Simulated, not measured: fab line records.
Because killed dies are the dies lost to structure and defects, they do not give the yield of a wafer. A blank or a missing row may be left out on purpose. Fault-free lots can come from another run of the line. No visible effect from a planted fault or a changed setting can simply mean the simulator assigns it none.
A struck lot beside a sound one | flow nand-harc | 15 steps out of a route of 1302
Sound: the wafers L892.4, L892.5, L892.6. Struck: wafer L904.6. (L904.1, L904.4 of the same lot were not struck and are left out.) The cause comes at the end.
For every step that has rows: the tool of each side, followed by ch and its chambers, followed by its first start. Under that, the readings that differ: sound wafers | struck wafers | difference of the means | sigmas: that difference in standard deviations of wafers without a fault.
alike: words and numbers the same on both sides, and readings whose means are apart by under 2 such deviations; not compared: readings that were withheld, readings missing a value for some wafer, numbers with overlapping values and no deviation given by the record, and bounds like >300 which may hide the same value.
A row with sigmas, a row that says differs or no value, or rows on one side alone: a step with any of these is where the two part. When numbers do not overlap yet have no deviation, they are printed without sigmas and do not part them. Lack of a reading on every wafer of one side parts them only where that side has two or more wafers.

first, 7 steps without rows for these wafers: NHARC_A_CHANNEL_HOLE_D1_COAT_37 (time 65 s); NHARC_A_CHANNEL_HOLE_D1_COAT_04 (resist thk 90 nm); NHARC_A_CHANNEL_HOLE_D1_SOFTBAKE_05 (time 55 s); NHARC_A_CHANNEL_HOLE_D1_EBR_06; NHARC_A_CHANNEL_HOLE_D1_EXPOSE_07 (exposes mask HOLE D1, target cd 100 nm); NHARC_A_CHANNEL_HOLE_D1_PEB_08 (peb time 65 s); NHARC_A_CHANNEL_HOLE_D1_DEVELOP_09 (develop time 35 s).
NHARC_A_CHANNEL_HOLE_D1_CD_MEAS_10: target cd 100 nm.
  sound on cd-sem-02 ch 0, day 9 13:12; struck on cd-sem-01 ch 0, day 14 12:04
  alike: cd-nm
NHARC_A_CHANNEL_HOLE_D1_OVL_MEAS_11:
  struck on overlay-01, day 14 12:09; sound on overlay-02, day 9 13:17
  alike: overlay-x-nm, overlay-y-nm
NHARC_A_CHANNEL_HOLE_D1_INSPECT_12:
  struck on defect-inspect-02, day 14 12:11; sound on defect-inspect-01, day 9 13:19
  reading          | sound | struck | difference | sigmas
  raw-defect-count | 6 3 5 | 11     | +6         | +2
NHARC_A_CHANNEL_HOLE_D1_DESCUM_15: chemistry O2, time 3 s.
  sound on rie-diel-10 ch 1,2,3, day 9 13:25; struck on rie-diel-10 ch 0, day 14 12:15
  alike: drypump-motor-current-A, mfc-ar-sccm, oes-product-au, rf-vpp-V, showerhead-plenum-p-Torr, throttle-valve-pct
  not compared: rf-hours-counter-h
NHARC_A_CHANNEL_HOLE_D1_ETCH_38: etches the open film in CF4, target depth 39 nm, time 65 s.
  sound on rie-diel-10 ch 0,1,2, day 9 13:29; struck on rie-diel-10 ch 2, day 14 12:20
  alike: drypump-motor-current-A, mfc-ar-sccm, oes-product-au, rf-vpp-V, showerhead-plenum-p-Torr, throttle-valve-pct
  not compared: rf-hours-counter-h
NHARC_A_CHANNEL_HOLE_D1_ETCH_39: etches the open film in N2/H2, target depth 260 nm, time 325 s.
  sound on rie-diel-10 ch 1,2,3, day 9 13:36; struck on rie-diel-10 ch 1, day 14 12:26
  reading               | sound             | struck | difference | sigmas
  oes-product-au (a.u.) | 1.002 1.018 1.014 | 0.845  | -0.166     | -23
  alike: drypump-motor-current-A, mfc-ar-sccm, rf-vpp-V, showerhead-plenum-p-Torr, throttle-valve-pct
  not compared: rf-hours-counter-h
NHARC_A_CHANNEL_HOLE_D1_ETCH_34: etches the open film in CF4/CHF3, target depth 154 nm, time 77 s.
  sound: rie-diel-10 ch 1,2; struck: rie-diel-10 ch 1
  alike: drypump-motor-current-A, mfc-ar-sccm, oes-product-au, rf-vpp-V, showerhead-plenum-p-Torr, throttle-valve-pct
  not compared: rf-hours-counter-h
-- jump in the record: it breaks off in module A_CHANNEL_HOLE_D1 and resumes in module END (first step shown: number 1302 of the route), and 16 days separate the struck wafers' starts before and after --
NHARC_END_SORT_01:
  at this point the record logs the struck wafers (prober-02 ch 0, day 30 15:11) and has no rows for the sound ones

== WHERE THEY PART ==
Earliest at NHARC_A_CHANNEL_HOLE_D1_INSPECT_12; latest, in this record, at NHARC_END_SORT_01.

WHY: what had been put in by the simulator
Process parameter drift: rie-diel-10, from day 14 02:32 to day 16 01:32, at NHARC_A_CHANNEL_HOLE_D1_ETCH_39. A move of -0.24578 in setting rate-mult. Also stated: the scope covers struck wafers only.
